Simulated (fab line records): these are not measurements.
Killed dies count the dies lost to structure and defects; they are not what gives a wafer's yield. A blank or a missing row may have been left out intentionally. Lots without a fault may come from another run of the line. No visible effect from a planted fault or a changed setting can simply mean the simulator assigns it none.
Chamber matching + flow n5Finfet + 4 sister chambers for N5_BEOL_M2_ETCH_77 on rieDiel-06
The step etches underlayer in N2/H2, target depth 6.5 nm, time 5.2 s. 16 wafers are shown with their chamber, then 8 later ones without.

EACH WAFER AND ITS CHAMBER
| wafer  | chamber | drypumpMotorCurrentA (A) | showerheadPlenumPTorr (Torr) | throttleValvePct (%) |
|--------|---------|--------------------------|------------------------------|----------------------|
| L077.1 | 1       | 5.96                     | 2.69                         | 17.49                |
| L077.4 | 0       | 5.71                     | 2.43                         | 18.16                |
| L077.5 | 3       | 5.30                     | 2.47                         | 18.11                |
| L079.4 | 0       | 5.70                     | 2.43                         | 18.16                |
| L079.5 | 1       | 5.98                     | 2.69                         | 17.47                |
| L079.6 | 0       | 5.69                     | 2.43                         | 18.17                |
| L085.3 | 3       | 5.27                     | 2.46                         | 18.11                |
| L085.4 | 0       | 5.68                     | 2.42                         | 18.18                |
| L085.6 | 3       | 5.27                     | 2.46                         | 18.13                |
| L089.1 | 0       | 5.72                     | 2.42                         | 18.18                |
| L089.2 | 3       | 5.29                     | 2.46                         | 18.15                |
| L089.5 | 2       | 5.14                     | 2.56                         | 17.75                |
| L090.3 | 1       | 5.99                     | 2.68                         | 17.52                |
| L090.5 | 2       | 5.13                     | 2.56                         | 17.70                |
| L090.6 | 3       | 5.28                     | 2.46                         | 18.14                |
| L095.2 | 1       | 5.97                     | 2.68                         | 17.52                |

SIGNATURES, as means of the wafers listed above
| reading               | chamber 0 | chamber 1 | chamber 2 | chamber 3 | scatter within a chamber |
|-----------------------|-----------|-----------|-----------|-----------|--------------------------|
| drypumpMotorCurrentA  | 5.7000    | 5.9750    | 5.1350    | 5.2820    | 0.0136                   |
| showerheadPlenumPTorr | 2.4260    | 2.6850    | 2.5600    | 2.4620    | 0.005                    |
| throttleValvePct      | 18.1700   | 17.5000   | 17.7250   | 18.1280   | 0.0199                   |
Rule: for a wafer and a chamber, the distance is found by dividing, reading by reading, the gap between the wafer's reading and the chamber's mean by the reading's scatter, squaring, summing and taking the root. The wafer belongs to the nearest chamber; if the next one is less than 2 further off, it can't be placed. The scatter: the root of (the sum of the squares of (reading less its chamber's mean) over the shown wafers, divided by (wafers less chambers)).

WAFERS WHOSE CHAMBER IS MISSING
| wafer  | drypumpMotorCurrentA (A) | showerheadPlenumPTorr (Torr) | throttleValvePct (%) |
|--------|--------------------------|------------------------------|----------------------|
| L095.5 | 5.71                     | 2.41                         | 18.24                |
| L095.6 | 5.27                     | 2.45                         | 18.16                |
| L097.3 | 5.14                     | 2.55                         | 17.72                |
| L097.5 | 5.28                     | 2.45                         | 18.15                |
| L097.6 | 5.72                     | 2.41                         | 18.22                |
| L096.2 | 5.27                     | 2.45                         | 18.15                |
| L096.3 | 5.71                     | 2.41                         | 18.22                |
| L096.5 | 5.72                     | 2.41                         | 18.22                |

WHICH CHAMBER EACH ONE RAN IN
| wafer  | from the rows above | in truth |
|--------|---------------------|----------|
| L095.5 | 0                   | 0        |
| L095.6 | 3                   | 3        |
| L097.3 | 2                   | 2        |
| L097.5 | 3                   | 3        |
| L097.6 | 0                   | 0        |
| L096.2 | 3                   | 3        |
| L096.3 | 0                   | 0        |
| L096.5 | 0                   | 0        |
Correctly placed: 8 of 8. Number that these rows cannot place: 0. Placed wrongly: 0.
